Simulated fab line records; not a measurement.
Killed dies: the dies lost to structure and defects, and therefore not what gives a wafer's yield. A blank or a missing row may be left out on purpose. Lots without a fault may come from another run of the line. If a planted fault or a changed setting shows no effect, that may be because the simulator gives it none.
What tool caused it?    flow nand harc    15 lots, 45 wafers sampled, at 5 steps of a route of 1302

## WHAT THE GAUGES SHOWED, per wafer
NHARC_A_ZERO_WELL_CD_MEAS_10: the cd target is 2000 nm.
lot   measured      on         cd nm (nm)
L871  day 6 23:13   cd sem-02  1997.7 1996.6 1995.5
L872  day 7 01:01   cd sem-01  1999.3 2000.9 1999.3
L873  day 7 14:51   cd sem-03  1998.4 1998.6 1996.1
L874  day 8 01:05   cd sem-03  1998.6 1998.9 2000.0
L875  day 8 07:35   cd sem-02  1994.9 1997.1 1996.9
L876  day 8 23:00   cd sem-03  1997.8 1998.5 1997.6
L877  day 9 17:52   cd sem-02  1997.8 1999.7 2000.1
L878  day 9 18:37   cd sem-03  2000.1 1999.8 1997.9
L880  day 10 20:25  cd sem-02  1998.4 2000.2 1999.6
L882  day 11 13:47  cd sem-02  1998.6 1999.6 1997.3
L883  day 11 20:05  cd sem-03  1997.6 1997.7 1998.2
L884  day 11 23:41  cd sem-02  2001.2 1998.7 2000.0
L891  day 15 02:35  cd sem-02  1997.7 1997.5 1998.2
L892  day 15 06:34  cd sem-03  2001.2 1998.0 1997.4
L893  day 15 16:30  cd sem-01  2001.9 1999.5 2001.2

NHARC_A_ONON_D1_THK_MEAS_02: measures by ellipsometry.
lot   measured      on             thk nm (nm)
L871  day 8 00:56   film metro-01  1007 1005 1006
L872  day 8 00:56   film metro-02  1001 1000 1000
L873  day 8 12:55   film metro-01  992 992 991
L874  day 8 23:05   film metro-01  992 992 992
L875  day 9 05:53   film metro-01  1003 1005 1005
L876  day 9 21:27   film metro-02  1007 1005 1004
L877  day 10 15:12  film metro-02  1016 1016 1014
L878  day 10 15:13  film metro-01  978 977 976
L880  day 11 17:43  film metro-02  1006 1005 1007
L882  day 12 12:07  film metro-02  1001 1004 1003
L883  day 12 18:22  film metro-02  1017 1019 1019
L884  day 12 21:58  film metro-01  994 995 994
L891  day 16 01:14  film metro-02  988 988 988
L892  day 16 04:59  film metro-02  1002 1001 1000
L893  day 16 17:52  film metro-01  1005 1006 1005

NHARC_A_CHANNEL_HOLE_D1_CD_MEAS_30.
lot   measured      on         cd nm (nm)
L871  day 9 01:07   cd sem-02  88.2 92.1 90.8
L872  day 9 00:29   cd sem-02  90.4 89.1 89.4
L873  day 9 11:44   cd sem-03  91.2 87.6 90.1
L874  day 10 06:47  cd sem-03  90.1 87.9 89.3
L875  day 10 07:24  cd sem-02  89.5 88.1 90.7
L876  day 10 20:28  cd sem-03  87.9 86.4 89.6
L877  day 11 14:01  cd sem-02  88.1 89.4 89.8
L878  day 11 13:35  cd sem-03  89.4 88.1 88.6
L880  day 12 20:09  cd sem-01  89.1 89.8 87.3
L882  day 13 10:55  cd sem-02  1.2 1.2 2.2
L883  day 13 18:40  cd sem-02  -0.8 1.5 -0.6
L884  day 13 20:40  cd sem-02  1.2 0.2 1.5
L891  day 17 00:02  cd sem-01  90.7 91.1 89.5
L892  day 17 13:45  cd sem-03  89.4 90.7 90.6
L893  day 17 19:09  cd sem-02  88.1 89.0 89.0

## WHAT TOOL EACH LOT RAN ON (gives the tool, then ch and the chambers of the sampled wafers, and finally the start)
lot   NHARC_A_ZERO_WELL_ETCH_19           NHARC_A_CHANNEL_HOLE_D1_ETCH_20
L871  rie diel-13 ch 0,1,2, day 6 23:28   har etch-01 ch 0,1, day 8 19:40
L872  rie diel-13 ch 0,3, day 7 01:16     har etch-02 ch 0,1, day 8 19:02
L873  rie diel-13 ch 1,2, day 7 15:06     har etch-01 ch 0,1, day 9 06:19
L874  rie diel-11 ch 0,1,3, day 8 01:20   har etch-01 ch 0,1, day 10 01:08
L875  rie diel-11 ch 1,2,3, day 8 07:50   har etch-02 ch 0,1, day 10 01:41
L876  rie diel-13 ch 1,2,3, day 8 23:15   har etch-01 ch 0,1, day 10 15:04
L877  rie diel-13 ch 0,1,3, day 9 18:07   har etch-01 ch 0,1, day 11 08:35
L878  rie diel-11 ch 0,1,2, day 9 18:53   har etch-02 ch 1, day 11 08:14
L880  rie diel-13 ch 0,1,3, day 10 20:40  har etch-01 ch 0,1, day 12 14:34
L882  rie diel-13 ch 0,1,3, day 11 14:02  har etch-01 ch 0,1, day 13 05:30
L883  rie diel-13 ch 0,1,3, day 11 20:20  har etch-01 ch 0,1, day 13 13:15
L884  rie diel-13 ch 0,1, day 11 23:56    har etch-02 ch 0,1, day 13 15:14
L891  rie diel-13 ch 2,3, day 15 02:50    har etch-01 ch 0,1, day 16 18:37
L892  rie diel-11 ch 2,3, day 15 06:48    har etch-01 ch 0,1, day 17 08:26
L893  rie diel-11 ch 1,2,3, day 15 16:45  har etch-02 ch 0,1, day 17 13:44
- NHARC_A_ZERO_WELL_ETCH_19: etches the open film in N2/H2, target depth 80 nm, overetch 24 nm, time 87.88 s.
- NHARC_A_CHANNEL_HOLE_D1_ETCH_20: etches the open film in C4F8/O2/Ar, time 361.9 s, target depth 1600 nm.

## WHAT THE TOOLS THEMSELVES READ (means of the sampled wafers that have a number; where no wafer has one, the mark that the record gives instead)
NHARC_A_ZERO_WELL_ETCH_19.
lot   tool         bias w (W)  chamber pressure mTorr (mTorr)  drypump motor current A (A)  oes product au (a.u.)  rf vpp V (V)  showerhead plenum p Torr (Torr)  throttle valve pct (%)
L871  rie diel-13  149.8       30.01                           5.7                          0.992                  430.8         2.07                             14.168
L872  rie diel-13  150.1       29.96                           5.4                          1.003                  433.9         2.15                             14.156
L873  rie diel-13  150.0       30.01                           5.7                          0.995                  430.6         2.04                             14.167
L874  rie diel-11  149.5       30.00                           5.5                          0.993                  430.5         2.07                             14.180
L875  rie diel-11  150.2       30.00                           5.7                          1.003                  430.3         2.04                             14.173
L876  rie diel-13  149.8       30.02                           5.5                          0.999                  432.7         2.11                             14.169
L877  rie diel-13  149.9       29.98                           5.5                          0.997                  431.5         2.08                             14.173
L878  rie diel-11  149.6       30.01                           6.0                          0.989                  428.4         1.99                             14.172
L880  rie diel-13  149.8       29.98                           5.5                          0.996                  431.6         2.08                             14.171
L882  rie diel-13  149.7       30.00                           5.5                          0.999                  432.4         2.08                             14.171
L883  rie diel-13  150.0       30.03                           5.6                          0.990                  432.0         2.08                             14.167
L884  rie diel-13  149.9       29.99                           5.7                          0.994                  430.3         2.03                             14.174
L891  rie diel-13  149.9       30.01                           5.4                          0.988                  434.5         2.18                             14.173
L892  rie diel-11  150.2       29.99                           5.7                          1.006                  429.9         2.06                             14.171
L893  rie diel-11  149.6       29.98                           5.7                          1.010                  429.6         2.02                             14.173

NHARC_A_CHANNEL_HOLE_D1_ETCH_20.
lot   tool         c4f8 flow sccm (sccm)  chamber pressure mTorr (mTorr)  drypump motor current A (A)  he backside leak sccm (sccm)  showerhead plenum p Torr (Torr)  throttle valve pct (%)
L871  har etch-01  89.25                  20.005                          5.9                          5.5                           3.68                             32.165
L872  har etch-02  89.31                  19.988                          5.8                          7.2                           3.46                             32.152
L873  har etch-01  89.48                  19.999                          5.9                          5.4                           3.68                             32.158
L874  har etch-01  89.09                  20.003                          5.9                          5.7                           3.67                             32.155
L875  har etch-02  89.26                  19.995                          6.0                          7.0                           3.45                             32.155
L876  har etch-01  88.93                  19.990                          5.9                          5.8                           3.67                             32.163
L877  har etch-01  89.39                  20.009                          6.0                          5.6                           3.61                             32.146
L878  har etch-02  88.86                  20.007                          6.3                          6.8                           3.45                             32.165
L880  har etch-01  89.54                  19.997                          6.1                          5.5                           3.60                             32.143
L882  har etch-01  -                      -                               -                            -                             -                                -
L883  har etch-01  -                      -                               -                            -                             -                                -
L884  har etch-02  -                      -                               -                            -                             -                                -
L891  har etch-01  88.95                  20.008                          5.9                          5.9                           3.62                             32.163
L892  har etch-01  89.29                  19.984                          6.0                          5.9                           3.56                             32.161
L893  har etch-02  89.37                  20.006                          5.8                          4.8                           3.93                             32.154

## THE ANSWER, worked out from the rows above alone
Rule: usual is defined by the lots themselves. Put in order of their means at a reading, lots are off if they are a third of the lots or fewer, leave a main group of 4 or more, and stand apart from it by a gap of 3 or more times the standard deviation of the main group's means; of several such gaps the widest counts. A main group whose means are all the same, to the digits that the tables above print for the reading, isn't used. Also off: a lot with no number at a reading for which 4 or more lots have one. The other lots that the step has rows for count as sound. After the gauges, taken in route order, come the tools' own readings; for these a lot's mean is taken, as printed above. At the first step where some lot is off, the reading lying furthest off is the one used; lots without a number count as furthest.
Off, at NHARC_A_CHANNEL_HOLE_D1_CD_MEAS_30 on cd nm: L882, L883, L884. The main group: mean 89.3 nm, standard deviation 0.73.
If a tool, at a process step before that reading, ran all the lots that are off and no sound lot after the first of them, it fits. The gauges at NHARC_A_CHANNEL_HOLE_D1_CD_MEAS_30 aren't tried: what is off there is off at NHARC_A_CHANNEL_HOLE_D1_ETCH_20 too, on other tools, and a gauge's error can't cause that. None of those tried fits.

## WHAT HAD BEEN PUT IN BY THE SIMULATOR
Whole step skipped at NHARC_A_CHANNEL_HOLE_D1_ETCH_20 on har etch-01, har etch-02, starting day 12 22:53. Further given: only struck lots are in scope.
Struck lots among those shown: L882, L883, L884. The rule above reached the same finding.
